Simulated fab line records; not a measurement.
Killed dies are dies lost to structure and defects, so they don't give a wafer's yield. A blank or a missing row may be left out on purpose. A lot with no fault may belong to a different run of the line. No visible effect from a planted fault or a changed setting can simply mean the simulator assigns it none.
Comparing a struck lot with a sound one + flow n5_finfet + 36 steps out of a route of 1938
Sound: wafers L368.4, L368.5, L368.6. Struck: wafers L376.3, L376.5, L376.6. The cause comes at the end.
Per side, at each step with rows, come the tool, then ch with its chambers, and then its first start. Under that, the readings that differ: sound wafers + struck wafers + difference of the means + sigmas: that difference in standard deviations of wafers without a fault.
alike: readings whose means differ by less than 2 such deviations, and words and numbers that are the same on both sides. not compared: withheld readings, readings that some wafer has no value for, bounds like >300 that may hide the same value, and numbers for which the record gives no deviation and whose values overlap.
A row with sigmas, a row that says differs or no value, or rows on one side alone: a step with any of these is where the two part. Non-overlapping numbers with no deviation appear without sigmas and do not part them. A reading missing from all wafers of one side parts the sides only when that side holds two or more wafers.

first, 10 steps without rows for these wafers: N5_PMOS_HMC_CHANNEL_EPI_DESCUM_14 (chemistry O2, time 7.9 s); N5_PMOS_HMC_CHANNEL_EPI_ETCH_32 (etches BARC in N2/H2, stops on SiO2, target depth 85.8 nm, time 50.3 s); N5_PMOS_HMC_CHANNEL_EPI_HM_OPEN_15 (chemistry CHF3/O2, target SiO2, target depth 40.6 nm, time 20.3 s); N5_PMOS_HMC_CHANNEL_EPI_STRIP_33 (strips in N2/H2); N5_PMOS_HMC_CHANNEL_EPI_STRIP_17 (strips in SPM, time 750 s); N5_PMOS_HMC_CHANNEL_EPI_ETCH_38 (etches SiO2 in CF4, target depth 1.5 nm); N5_PMOS_HMC_CHANNEL_EPI_FIN_RECESS_16 (chemistry HBr/Cl2, target Si, target depth 54 nm, time 18 s); N5_PMOS_HMC_CHANNEL_EPI_PRECLEAN_36 (cleans in O3/DIW, time 45 s); N5_PMOS_HMC_CHANNEL_EPI_PRECLEAN_18 (cleans in DHF, time 30 s); N5_PMOS_HMC_CHANNEL_EPI_SRD_19 (time 30 s).
N5_PMOS_HMC_CHANNEL_EPI_EPI_20: deposits SiGe30, target thk 59 nm.
  sound on epi_rpcvd-04 ch 0, day 4 07:11; struck on epi_rpcvd-02 ch 0, day 6 06:38
then, 24 steps without rows for these wafers: N5_PMOS_HMC_CHANNEL_EPI_HM_STRIP_35 (strips SiO2 in dHF, material SiO2, target depth 39.6 nm, time 216 s); N5_PMOS_HMC_CHANNEL_EPI_SRD_39 (time 30 s); N5_PMOS_HMC_CHANNEL_EPI_CMP_21 (polishes SiGe30, target thk 54 nm); N5_PMOS_HMC_CHANNEL_EPI_PRECLEAN_40 (cleans in DHF, time 30 s); N5_PMOS_HMC_CHANNEL_EPI_PRECLEAN_37 (cleans in O3/DIW, time 45 s); N5_PMOS_HMC_CHANNEL_EPI_PRECLEAN_24 (cleans in DHF, time 30 s); N5_PMOS_HMC_CHANNEL_EPI_SRD_25 (time 30 s); N5_PMOS_HMC_CHANNEL_EPI_EPI_26 (deposits Si from SiH4/H2, target thk 3.8 nm, time 22.7 s); N5_FIN_SAQP_PRECLEAN_42 (cleans in O3/DIW, time 60 s); N5_FIN_SAQP_PRECLEAN_00 (cleans in SC1, time 60 s); N5_FIN_SAQP_PRECLEAN_44 (cleans in SC2, time 45 s); N5_FIN_SAQP_SRD_01 (time 30 s); N5_FIN_SAQP_ALD_61 (deposits SiO2, target thk 4 nm, pulse time 1 s, purge time 2 s); N5_FIN_SAQP_DENSIFY_62 (time 60 s); N5_FIN_SAQP_HM_DEP_03 (deposits SiNx from SiH4/NH3/N2, target thk 38 nm, time 33.6 s); N5_FIN_SAQP_PECVD_47 (deposits a-Si from SiH4/He, target thk 45 nm, time 36.3 s); N5_FIN_SAQP_PECVD_48 (deposits SiNx from SiH4/NH3/N2, target thk 25 nm, time 22.1 s); N5_FIN_SAQP_PECVD_06 (deposits a-Si from SiH4/He, target thk 60 nm, time 48.1 s); N5_FIN_SAQP_HM_DEP_72 (deposits SiO2 from SiH4/N2O, target thk 12 nm, time 7.2 s); N5_FIN_SAQP_COAT_49 (time 60 s, resist thk 100 nm); N5_FIN_SAQP_COAT_50 (time 60 s, resist thk 35 nm); N5_FIN_SAQP_COAT_10 (resist thk 90 nm); N5_FIN_SAQP_EBR_12; N5_FIN_SAQP_SOFTBAKE_11 (time 60 s).
-- here the record skips 6 days between the struck wafers' starts before and after, leaving off in module FIN_SAQP and picking up in module BEOL_M4 (first step shown: number 1111 of the route) --
N5_BEOL_M4_RC_MEAS_101:
  sound on prober-01 ch 0, day 10 05:58; struck on prober-01 ch 0, day 12 03:37
| reading             | sound                  | struck                     | difference | sigmas |
|---------------------|------------------------|----------------------------|------------|--------|
| IOFF_P (nA/um)      | 0.20 0.18 0.18         | 0.29 0.28 0.26             | +0.09      | +3     |
| IOFF_P_LONG (nA/um) | 9.6e-05 0.0001 9.6e-05 | 0.000132 0.000132 0.000131 | +0.000034  | +4     |
| SS_N (mV/dec)       | 71.4 69.6 70.8         | 71.7 71.7 72.4             | +1.3       | +2     |
| VT_P (mV)           | -253 -253 -253         | -243 -242 -243             | +10        | +3     |
| VT_P_LONG (mV)      | -279 -276 -279         | -264 -268 -268             | +11        | +3     |
  alike: DIBL_N, DIBL_P, IOFF_N, ION_N, ION_P, SS_P, VT_N

## WHERE THEY PART
Only at N5_BEOL_M4_RC_MEAS_101, within this record.

WHY: what the simulator had put in
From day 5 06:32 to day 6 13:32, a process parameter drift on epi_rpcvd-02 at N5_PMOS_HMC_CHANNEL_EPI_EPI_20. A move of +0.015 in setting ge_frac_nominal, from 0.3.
